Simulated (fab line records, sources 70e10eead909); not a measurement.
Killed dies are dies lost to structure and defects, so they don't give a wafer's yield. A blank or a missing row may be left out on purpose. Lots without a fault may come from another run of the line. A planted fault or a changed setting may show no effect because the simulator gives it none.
One fault seen from 2 desks | flow nand_harc | each desk has only its own numbers; what lay behind them comes last

THE METROLOGY DESK
What the gauges read, lot by lot, whatever tool the lot ran on: means of the sampled wafers that have a number. A lot is out of limits, marked OUT, if its mean lies more than 4 standard deviations from the usual mean; the brackets give that distance.
Columns: A = thk_nm at NHARC_A_CHANNEL_FILL_D2_THK_MEAS_06, usual 4.8 nm
lot  | first seen here | A
L282 | day 15 05:38    | 5.8
L283 | day 15 19:01    | 4.7
L284 | day 16 03:53    | 4.5
L287 | day 18 06:44    | 6.1
L288 | day 18 06:44    | 5.5
L296 | day 21 08:53    | 5.0
L297 | day 21 20:00    | 3.6
L300 | day 22 15:28    | 5.0
L299 | day 22 18:09    | 5.2
L301 | day 23 07:43    | 6.2
L302 | day 24 12:31    | 5.4
L304 | day 24 12:31    | 4.3
L303 | day 24 16:48    | 5.1
This desk's finding: nothing out of limits on any of the 13 lots.

THE TOOL OWNER'S DESK: plasma_asher-02
The tool's own readings at NHARC_A_STAIRCASE_STRIP_171 (strips in O2): means of the sampled wafers that have a number, for each lot that ran on this tool. A lot is out of limits, marked OUT, if its mean lies more than 4 standard deviations from the usual mean; the brackets give that distance.
Columns: A = drypump_motor_current_A at NHARC_A_STAIRCASE_STRIP_171, usual 5.59 A; B = heater_power_w at NHARC_A_STAIRCASE_STRIP_171, usual 354 W
lot  | first seen here | A    | B
L296 | day 21 22:34    | 5.70 | 333
L301 | day 23 21:15    | 5.73 | 328
This desk's finding: nothing out of limits on any of the 2 lots.

PUT TOGETHER
The metrology desk saw nothing out of limits.
The tool owner's desk saw nothing out of limits.

WHAT THE SIMULATOR HAD PUT IN
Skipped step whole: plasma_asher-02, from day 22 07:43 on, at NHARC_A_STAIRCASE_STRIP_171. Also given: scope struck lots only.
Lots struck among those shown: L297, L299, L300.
